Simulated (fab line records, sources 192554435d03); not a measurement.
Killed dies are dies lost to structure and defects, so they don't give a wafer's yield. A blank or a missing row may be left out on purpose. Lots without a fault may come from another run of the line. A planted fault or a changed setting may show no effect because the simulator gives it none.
Chamber matching | flow n5_finfet | N5_BEOL_M1_VIA_ETCH_34 on rie_diel-03: 4 sister chambers
The step etches the open film in C4F6/O2, target depth 67.8 nm, time 64.4 s. 4 wafers are shown with their chamber, then 10 later ones without.

WAFERS WITH THEIR CHAMBER
wafer  | chamber | throttle_valve_pct (%)
L089.1 | 0       | 30.5
L089.2 | 2       | 31.2
L090.1 | 3       | 30.9
L090.2 | 1       | 30.5

WAFERS WITHOUT THEIR CHAMBER
wafer  | throttle_valve_pct (%)
L090.4 | 31.1
L091.4 | 30.9
L091.5 | 30.9
L091.6 | 30.5
L092.1 | 30.5
L092.3 | 31.1
L092.4 | 30.9
L094.1 | 31.1
L094.3 | 30.9
L094.5 | 31.1

WHICH CHAMBER EACH WENT THROUGH
wafer  | from the rows above     | in truth
L090.4 | can't be placed: 2 or 3 | 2
L091.4 | 3                       | 3
L091.5 | 3                       | 3
L091.6 | can't be placed: 0 or 1 | 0
L092.1 | can't be placed: 0 or 1 | 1
L092.3 | can't be placed: 2 or 3 | 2
L092.4 | 3                       | 3
L094.1 | can't be placed: 2 or 3 | 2
L094.3 | 3                       | 3
L094.5 | can't be placed: 2 or 3 | 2
Placed correctly: 4 of 10. Can't be placed from these rows: 6 (the true chamber is among the candidates in 6). Placed wrongly: 0.
How it was worked out, from the rows above alone: a wafer's distance from a chamber is the root of the sum, over the readings, of the square of ((its reading less the chamber's mean) divided by the reading's scatter). The wafer belongs to the nearest chamber; if the next one is less than 2 further off, it can't be placed. A chamber's mean is the mean of its shown wafers. The scatter: with one shown wafer a chamber, the root of the mean of the squares of how far each hidden wafer lies from its nearest shown one.
